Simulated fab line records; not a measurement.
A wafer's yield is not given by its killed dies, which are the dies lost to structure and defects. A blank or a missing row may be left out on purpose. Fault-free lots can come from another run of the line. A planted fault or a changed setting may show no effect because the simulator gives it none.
Split-lot trial | flow n5_finfet | 21 wafers read from 7 lots, route of 1938 steps

THE SPLIT
At N5_BEOL_M11_ETCH_62 (etches SOC in N2/H2, target depth 110 nm, overetch 22 nm, time 165 s), the setting bias_w was moved away from the recipe's 150 W on 9 of the 21 wafers read, by -16.7% to +13.3%. All remaining wafers had this setting at the recipe value.

The reading comes from the split's own step.

THE READING
rf_vpp_V, in V, at N5_BEOL_M11_ETCH_62 (etches SOC in N2/H2, target depth 110 nm, overetch 22 nm, time 165 s). Typical for fault-free wafers on this fab line: 523.5 V, with standard deviation 2.8 V.

wafer  | tool, chamber at the split | bias_w as run, W | against the recipe | rf_vpp_V, V | against lot-mates on the recipe
L076.1 | rie_diel-04, 0             | 150              | recipe             | 526.2       | -
L076.4 | rie_diel-04, 2             | 150              | recipe             | 523.3       | -
L076.6 | rie_diel-04, 2             | 150              | recipe             | 523.8       | -
L077.2 | rie_diel-05, 3             | 150              | recipe             | 520.2       | -
L077.3 | rie_diel-05, 1             | 150              | recipe             | 519.0       | -
L077.6 | rie_diel-05, 1             | 125              | -16.7%             | 461.7       | -57.9
L082.1 | rie_diel-05, 3             | 150              | recipe             | 519.6       | -
L082.4 | rie_diel-05, 1             | 150              | recipe             | 518.0       | -
L082.5 | rie_diel-05, 3             | 129              | -14.0%             | 472.8       | -46.0
L086.2 | rie_diel-04, 0             | 169.9            | +13.3%             | 571.0       | +47.7
L086.3 | rie_diel-04, 1             | 150              | recipe             | 523.1       | -
L086.6 | rie_diel-04, 1             | 150              | recipe             | 523.5       | -
L093.1 | rie_diel-04, 3             | 125.2            | -16.5%             | 465.4       | -59.0
L093.2 | rie_diel-04, 2             | 150              | recipe             | 524.4       | -
L093.6 | rie_diel-04, 1             | 125.2            | -16.5%             | 466.2       | -58.2
L094.1 | rie_diel-01, 2             | 135.7            | -9.5%              | 493.6       | no lot-mate on the recipe
L094.3 | rie_diel-01, 0             | 135.7            | -9.5%              | 492.2       | no lot-mate on the recipe
L094.6 | rie_diel-01, 1             | 135.7            | -9.5%              | 490.7       | no lot-mate on the recipe
L097.2 | rie_diel-05, 3             | 125.2            | -16.5%             | 462.6       | -65.9
L097.3 | rie_diel-05, 0             | 150              | recipe             | 527.9       | -
L097.5 | rie_diel-05, 0             | 150              | recipe             | 529.2       | -

THE FIT
A straight line over all 21 wafers: rf_vpp_V changes by +3.55 V for each +1% of bias_w; r = +0.99; the points scatter about the line by 3 V.
The same after taking each lot's own level away (the mean of its wafers on the recipe; 18 wafers): +3.59 V for each +1%; r = +1.00; scatter 2.2 V.
That fit puts the effect of the largest move of bias_w on the reading at 60 V.
The lots' own levels span 518.80 to 528.55 V, that is 3.5 times the standard deviation above.
The two slopes agree, so the slope changes little with the lot-to-lot level.
Check: for one of the wafers moved furthest among these (-16.7%), held out of the fit, the line's prediction against its lot-mates is -60.2 V. Against them it came out at -57.9 V.
Tool readings at the split's step, against how far the setting was moved: rf_vpp_V r = +0.99.

OTHER SPLITS ON THESE WAFERS
These wafers also went through other splits before the reading. Each is held against what the fit with the lots' levels taken away leaves over:
other split on the same wafers | wafers away from the commonest value | r with rf_vpp_V (lot level and that fit taken away)
N5_BEOL_M10_COAT_22 spin_rpm   | 3                                    | -0.07

THE WHOLE CHAIN: every reading that the file lists as answering this split, in the file's order
step                | what it does                                                         | reading                                                                           | change (the file's fit)                | r (the file's)
N5_BEOL_M11_ETCH_62 | etches SOC in N2/H2, target depth 110 nm, overetch 22 nm, time 165 s | rf_vpp_V                                                                          | +3.6 V for each +1% of the setting     | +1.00
N5_BEOL_M11_ETCH_62 | etches SOC in N2/H2, target depth 110 nm, overetch 22 nm, time 165 s | SiARC_of_BEOL_M11_COAT_60.thk_nm (the simulator's own value, which no gauge read) | -0.0913 nm for each +1% of the setting | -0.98

THE FILE'S OWN FIT
rf_vpp_V changes by +3.6 V for each +1% of bias_w, r = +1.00.
